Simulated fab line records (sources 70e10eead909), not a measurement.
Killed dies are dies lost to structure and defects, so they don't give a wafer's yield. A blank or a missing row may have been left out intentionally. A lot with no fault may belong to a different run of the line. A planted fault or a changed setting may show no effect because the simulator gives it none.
Matching of chambers	flow nand-harc	NHARC_A_CHANNEL_HOLE_D1_DESCUM_15 on rie-diel-10 has 4 sister chambers
The step chemistry O2, time 3 s. 7 wafers are shown with their chamber, then 8 later ones without.

WAFERS WITH THEIR CHAMBER
wafer	chamber	drypump-motor-current-A (A)	rf-vpp-V (V)
L076.4	1	5.5	57.3
L085.3	3	5.1	58.5
L085.6	2	5.7	57.1
L090.2	2	5.8	55.8
L090.4	3	5.1	58.9
L090.5	0	5.3	57.4
L092.1	0	5.3	58.4

WAFERS MISSING THEIR CHAMBER
wafer	drypump-motor-current-A (A)	rf-vpp-V (V)
L092.3	5.5	57.1
L092.5	5.3	57.4
L094.1	5.7	58.1
L094.2	5.3	58.0
L094.5	5.1	59.1
L096.1	5.1	57.9
L096.2	5.3	57.6
L096.3	5.6	58.6

THE CHAMBER EACH PASSED THROUGH
wafer	from the rows above	in truth
L092.3	1	1
L092.5	0	0
L094.1	2	2
L094.2	0	0
L094.5	3	3
L096.1	3	3
L096.2	0	0
L096.3	can't be placed: 1 or 2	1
7 of 8 placed correctly. Can't be placed from these rows: 1 (the true chamber is among the candidates in 1). Number placed wrongly: 0.
How it was worked out, from the rows above alone: a wafer's distance from a chamber is the root of the sum, over the readings, of the square of ((its reading less the chamber's mean) divided by the reading's scatter). If the next closest chamber is less than 2 further off than the closest, the wafer can't be placed; otherwise it belongs to the closest. Each chamber's mean is taken over the wafers shown for it. The scatter is the square root of a quotient: the sum, over the shown wafers, of each reading's squared deviation from its chamber's mean, divided by wafers minus chambers.
